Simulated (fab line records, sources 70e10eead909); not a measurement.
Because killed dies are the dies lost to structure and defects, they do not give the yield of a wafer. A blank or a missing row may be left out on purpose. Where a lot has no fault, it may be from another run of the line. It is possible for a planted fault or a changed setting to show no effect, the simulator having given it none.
Comparing a struck lot with a sound one :: flow nandHarc :: 14 steps out of a route of 1302
Sound: wafers L255.1, L255.2, L255.4. Wafers struck: L262.1, L262.2, L262.3. The cause comes at the end.
Order at every step that has rows: each side's tool, ch and its chambers, its first start. Under that, the readings that differ: sound wafers :: struck wafers :: difference of the means :: sigmas: that difference in standard deviations of wafers without a fault.
alike: same words and numbers on both sides, and readings whose means sit less than 2 such deviations apart. not compared: any withheld reading, any reading some wafer has no value for, any bound like >300 that may hide the same value, and any number with overlapping values for which the record gives no deviation.
Wherever a step has rows on one side only, a row that says differs or no value, or a row with sigmas, the two part there. When numbers do not overlap yet have no deviation, they are printed without sigmas and do not part them. Lack of a reading on every wafer of one side parts them only where that side has two or more wafers.

NHARC_P_GATE_STRIP_95: strips in O2.
  sound on plasmaAsher-01 ch 0,1, day 6 15:16; struck on plasmaAsher-01 ch 0,1, day 9 13:51
  alike: drypumpMotorCurrentA, heaterPowerW
  not compared: rfHoursCounterH
then, 1 step without rows for these wafers: NHARC_P_GATE_STRIP_96 (strips in SPM, time 900 s).
NHARC_P_GATE_RTA_64: time 1 s.
  sound on rtpAnneal-02 ch 0, day 6 15:52; struck on rtpAnneal-01 ch 0, day 9 14:28
reading: lampPowerPct (%)
sound: 37.6 37.7 37.6
struck: 34.7 34.8 34.7
difference: -2.9
sigmas: -2
  alike: annealTempCMax, wafer_temp_C_max
then, 1 step without rows for these wafers: NHARC_P_GATE_ETCH_77 (etches SiO2 in dHF, target depth 6 nm).
NHARC_P_GATE_DEGAS_109: time 60 s.
  sound on pvdSputter-01, day 6 16:12; struck on pvdSputter-02, day 9 14:49
  alike: heaterPowerW
then, 5 steps without rows for these wafers: NHARC_P_GATE_PRE_CLEAN_110 (time 30 s); NHARC_P_GATE_SPUTTER_78 (material Ni, target thk 10 nm); NHARC_P_GATE_SPUTTER_79 (material TiN, target thk 10 nm); NHARC_P_GATE_RTA_80 (time 30 s); NHARC_P_GATE_STRIP_67 (strips in SPM, time 600 s).
NHARC_P_GATE_RTA_82: time 30 s.
  sound on rtpAnneal-02 ch 0, day 6 17:04; struck on rtpAnneal-02 ch 0, day 9 15:38
  alike: annealTempCMax, lampPowerPct, wafer_temp_C_max
NHARC_P_GATE_INSPECT_68:
  sound on defectInspect-01, day 6 17:16; struck on defectInspect-02, day 9 15:50
  alike: rawDefectCount
NHARC_P_CONTACT_DEP_30: deposits SiNx, target thk 30 nm.
  sound on pecvd-03 ch 0,2, day 6 17:22; struck on pecvd-03 ch 0,1,2, day 9 16:22
  alike: heaterPowerW
NHARC_P_CONTACT_DEP_00: deposits SiO2, target thk 500 nm.
  sound: pecvd-03 ch 0,2; struck: pecvd-03 ch 0,1,2
  alike: heaterPowerW, throttleValvePct

## WHERE THEY PART
At NHARC_P_GATE_RTA_64 and nowhere else, as far as this record goes. Later steps at which nothing parts them and some readings are alike: NHARC_P_GATE_DEGAS_109, NHARC_P_GATE_RTA_82, NHARC_P_GATE_INSPECT_68, NHARC_P_CONTACT_DEP_30, NHARC_P_CONTACT_DEP_00.

WHY: what had been put in by the simulator
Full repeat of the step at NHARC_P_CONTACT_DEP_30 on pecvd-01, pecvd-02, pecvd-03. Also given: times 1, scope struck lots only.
